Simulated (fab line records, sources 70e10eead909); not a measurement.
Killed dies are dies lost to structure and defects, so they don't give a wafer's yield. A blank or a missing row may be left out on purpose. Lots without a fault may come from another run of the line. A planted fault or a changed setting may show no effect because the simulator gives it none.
Chamber matching | flow nand_harc | NHARC_A_STAIRCASE_DESCUM_443 on rie_diel-11: 4 sister chambers
The step chemistry O2, time 3 s. 18 wafers are shown with their chamber, then 9 later ones without.

WAFERS WITH THEIR CHAMBER
wafer  | chamber | drypump_motor_current_A (A) | oes_product_au (a.u.) | rf_vpp_V (V)
L074.1 | 3       | 6.6                         | 0.985                 | 56.4
L074.2 | 2       | 6.1                         | 0.971                 | 58.4
L074.5 | 3       | 6.6                         | 1.001                 | 57.1
L075.2 | 1       | 5.7                         | 1.004                 | 59.0
L075.3 | 2       | 6.1                         | 0.971                 | 60.2
L075.5 | 1       | 5.7                         | 1.010                 | 58.9
L076.2 | 3       | 6.6                         | 1.001                 | 57.6
L076.4 | 0       | 5.7                         | 0.999                 | 58.2
L076.5 | 0       | 5.7                         | 1.008                 | 58.1
L079.2 | 3       | 6.6                         | 1.010                 | 56.8
L079.3 | 2       | 6.1                         | 0.987                 | 58.8
L079.6 | 0       | 5.7                         | 0.998                 | 56.6
L083.1 | 3       | 6.6                         | 0.998                 | 58.3
L083.3 | 0       | 5.8                         | 1.004                 | 58.0
L083.5 | 2       | 6.1                         | 0.986                 | 57.5
L085.1 | 1       | 5.7                         | 1.027                 | 58.9
L085.4 | 3       | 6.6                         | 0.994                 | 58.3
L085.5 | 3       | 6.6                         | 0.990                 | 58.1

SIGNATURES (means of the wafers above)
reading                 | chamber 0 | chamber 1 | chamber 2 | chamber 3 | scatter within a chamber
drypump_motor_current_A | 5.725     | 5.700     | 6.100     | 6.600     | 0.0231
oes_product_au          | 1.00225   | 1.01367   | 0.97875   | 0.99700   | 0.00843
rf_vpp_V                | 57.725    | 58.933    | 58.725    | 57.514    | 0.802
Rule: a wafer's distance from a chamber is the root of the sum, over the readings, of the square of ((its reading less the chamber's mean) divided by the reading's scatter). The wafer belongs to the nearest chamber; if the next one is less than 2 further off, it can't be placed. The scatter: the root of (the sum of the squares of (reading less its chamber's mean) over the shown wafers, divided by (wafers less chambers)).

WAFERS WITHOUT THEIR CHAMBER
wafer  | drypump_motor_current_A (A) | oes_product_au (a.u.) | rf_vpp_V (V)
L091.1 | 6.6                         | 1.005                 | 57.6
L091.4 | 6.1                         | 1.003                 | 59.3
L091.6 | 6.1                         | 1.004                 | 57.4
L094.1 | 5.8                         | 0.987                 | 56.5
L094.4 | 6.1                         | 1.001                 | 58.8
L094.6 | 6.1                         | 1.018                 | 60.3
L095.1 | 5.7                         | 0.978                 | 56.7
L095.3 | 6.1                         | 1.004                 | 57.4
L095.6 | 5.7                         | 0.966                 | 57.5

WHICH CHAMBER EACH WENT THROUGH
wafer  | from the rows above     | in truth
L091.1 | 3                       | 3
L091.4 | 2                       | 2
L091.6 | 2                       | 2
L094.1 | 0                       | 0
L094.4 | 2                       | 2
L094.6 | 2                       | 2
L095.1 | can't be placed: 0 or 1 | 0
L095.3 | 2                       | 2
L095.6 | can't be placed: 0 or 1 | 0
Placed correctly: 7 of 9. Can't be placed from these rows: 2 (the true chamber is among the candidates in 2). Placed wrongly: 0.
